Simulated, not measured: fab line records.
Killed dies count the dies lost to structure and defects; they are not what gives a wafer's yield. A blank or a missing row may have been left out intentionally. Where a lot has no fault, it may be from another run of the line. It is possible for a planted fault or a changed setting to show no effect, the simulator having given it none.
Split-lot trial :: flow n5_finfet :: route with 1938 steps; 7 lots, 21 wafers read

THE SPLIT ITSELF
At N5_MOL_CONTACT_COAG_ETCHBACK_135 (etches SiO2 in CHF3, target depth 25 nm, time 16.7 s), the setting time_s was moved away from the recipe's 16.7 s on 8 of the 21 wafers read, by -5.6% to +21.9%. All remaining wafers had this setting at the recipe value.

Reading taken at the split's own step.

THE READING
SOC_of_MOL_CONTACT_COAG_COAT_75.thk_nm (the simulator's own value, which no gauge read), in nm, at N5_MOL_CONTACT_COAG_ETCHBACK_135 (etches SiO2 in CHF3, target depth 25 nm, time 16.7 s). The file does not state a usual value for it. Here, 13 wafers ran the recipe; their average is 57.5 nm with a standard deviation of 0.22 nm.

wafer: L075.2
tool, chamber at the split: rie_diel-04, 3
time_s as run, s: 15.76
against the recipe: -5.6%
SOC_of_MOL_CONTACT_COAG_COAT_75.thk_nm, nm: 57.4
against lot-mates on the recipe: +0.0

wafer: L075.4
tool, chamber at the split: rie_diel-04, 1
time_s as run, s: 16.7
against the recipe: recipe
SOC_of_MOL_CONTACT_COAG_COAT_75.thk_nm, nm: 57.4
against lot-mates on the recipe: -

wafer: L075.5
tool, chamber at the split: rie_diel-04, 1
time_s as run, s: 15.76
against the recipe: -5.6%
SOC_of_MOL_CONTACT_COAG_COAT_75.thk_nm, nm: 57.6
against lot-mates on the recipe: +0.2

wafer: L078.1
tool, chamber at the split: rie_diel-06, 2
time_s as run, s: 16.7
against the recipe: recipe
SOC_of_MOL_CONTACT_COAG_COAT_75.thk_nm, nm: 57.6
against lot-mates on the recipe: -

wafer: L078.5
tool, chamber at the split: rie_diel-06, 2
time_s as run, s: 16.7
against the recipe: recipe
SOC_of_MOL_CONTACT_COAG_COAT_75.thk_nm, nm: 57.6
against lot-mates on the recipe: -

wafer: L078.3
tool, chamber at the split: rie_diel-06, 0
time_s as run, s: 16.7
against the recipe: recipe
SOC_of_MOL_CONTACT_COAG_COAT_75.thk_nm, nm: 57.8
against lot-mates on the recipe: -

wafer: L077.4
tool, chamber at the split: rie_diel-02, 3
time_s as run, s: 16.7
against the recipe: recipe
SOC_of_MOL_CONTACT_COAG_COAT_75.thk_nm, nm: 57.6
against lot-mates on the recipe: -

wafer: L077.5
tool, chamber at the split: rie_diel-02, 2,3
time_s as run, s: 20.13
against the recipe: +20.5%
SOC_of_MOL_CONTACT_COAG_COAT_75.thk_nm, nm: 56.8
against lot-mates on the recipe: -0.8

wafer: L077.6
tool, chamber at the split: rie_diel-02, 2,3
time_s as run, s: 20.13
against the recipe: +20.5%
SOC_of_MOL_CONTACT_COAG_COAT_75.thk_nm, nm: 56.8
against lot-mates on the recipe: -0.8

wafer: L081.2
tool, chamber at the split: rie_diel-02, 2
time_s as run, s: 16.7
against the recipe: recipe
SOC_of_MOL_CONTACT_COAG_COAT_75.thk_nm, nm: 57.4
against lot-mates on the recipe: -

wafer: L081.5
tool, chamber at the split: rie_diel-02, 0
time_s as run, s: 20.36
against the recipe: +21.9%
SOC_of_MOL_CONTACT_COAG_COAT_75.thk_nm, nm: 56.8
against lot-mates on the recipe: -0.6

wafer: L081.6
tool, chamber at the split: rie_diel-02, 2
time_s as run, s: 20.36
against the recipe: +21.9%
SOC_of_MOL_CONTACT_COAG_COAT_75.thk_nm, nm: 57
against lot-mates on the recipe: -0.4

wafer: L082.1
tool, chamber at the split: rie_diel-06, 1
time_s as run, s: 19.76
against the recipe: +18.3%
SOC_of_MOL_CONTACT_COAG_COAT_75.thk_nm, nm: 57
against lot-mates on the recipe: -0.4

wafer: L082.5
tool, chamber at the split: rie_diel-06, 1
time_s as run, s: 19.76
against the recipe: +18.3%
SOC_of_MOL_CONTACT_COAG_COAT_75.thk_nm, nm: 57
against lot-mates on the recipe: -0.4

wafer: L082.4
tool, chamber at the split: rie_diel-06, 0
time_s as run, s: 16.7
against the recipe: recipe
SOC_of_MOL_CONTACT_COAG_COAT_75.thk_nm, nm: 57.4
against lot-mates on the recipe: -

wafer: L084.2
tool, chamber at the split: rie_diel-04, 0,2
time_s as run, s: 16.7
against the recipe: recipe
SOC_of_MOL_CONTACT_COAG_COAT_75.thk_nm, nm: 57.8
against lot-mates on the recipe: -

wafer: L084.6
tool, chamber at the split: rie_diel-04, 0,2
time_s as run, s: 16.7
against the recipe: recipe
SOC_of_MOL_CONTACT_COAG_COAT_75.thk_nm, nm: 57.8
against lot-mates on the recipe: -

wafer: L084.3
tool, chamber at the split: rie_diel-04, 3
time_s as run, s: 16.7
against the recipe: recipe
SOC_of_MOL_CONTACT_COAG_COAT_75.thk_nm, nm: 57.6
against lot-mates on the recipe: -

wafer: L086.1
tool, chamber at the split: rie_diel-02, 0,1,2
time_s as run, s: 16.7
against the recipe: recipe
SOC_of_MOL_CONTACT_COAG_COAT_75.thk_nm, nm: 57.2
against lot-mates on the recipe: -

wafer: L086.2
tool, chamber at the split: rie_diel-02, 0,1,2
time_s as run, s: 16.7
against the recipe: recipe
SOC_of_MOL_CONTACT_COAG_COAT_75.thk_nm, nm: 57.2
against lot-mates on the recipe: -

wafer: L086.3
tool, chamber at the split: rie_diel-02, 0,1,2
time_s as run, s: 16.7
against the recipe: recipe
SOC_of_MOL_CONTACT_COAG_COAT_75.thk_nm, nm: 57.2
against lot-mates on the recipe: -
The file does not say which wafer passed through which chamber wherever a row lists several chambers: such a row stands for several wafers.

FIT RESULTS
A straight line over all 21 wafers: SOC_of_MOL_CONTACT_COAG_COAT_75.thk_nm changes by -0.0281 nm for each +1% of time_s; r = -0.83; the points scatter about the line by 0.2 nm.
The same after taking each lot's own level away (the mean of its wafers on the recipe; 21 wafers): -0.0274 nm for each +1%; r = -0.92; scatter 0.12 nm.
Per that fit: largest time_s move, reading shift of 0.6 nm.
Across the lots, their own levels run from 57.20 to 57.73 nm, a range of 2.5 times the standard deviation given above.
Consequently the slope shifts little with the lot-to-lot level, the two slopes agreeing.
Check: for one of the wafers moved furthest among these (+21.9%), held out of the fit, the line's prediction against its lot-mates is -0.612 nm. It came out at -0.6 nm against them.

THESE WAFERS: OTHER SPLITS
Note: prior to the reading, these wafers also went through further splits. Each is held against what the fit with the lots' levels taken away leaves over:
other split on the same wafers: N5_HKMG_FIN_PEB_10 peb_time_s
wafers away from the commonest value: 8
r with SOC_of_MOL_CONTACT_COAG_COAT_75.thk_nm (lot level and that fit taken away): -0.25

other split on the same wafers: N5_MOL_CONTACT_COAG_EXPOSE_05 dose_mj
wafers away from the commonest value: 3
r with SOC_of_MOL_CONTACT_COAG_COAT_75.thk_nm (lot level and that fit taken away): -0.05

other split on the same wafers: N5_MOL_CONTACT_COAG_ETCH_105 bias_w
wafers away from the commonest value: 11
r with SOC_of_MOL_CONTACT_COAG_COAT_75.thk_nm (lot level and that fit taken away): +0.54

THE FILE'S OWN FIT
SOC_of_MOL_CONTACT_COAG_COAT_75.thk_nm changes by -0.0278 nm for each +1% of time_s, r = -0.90.
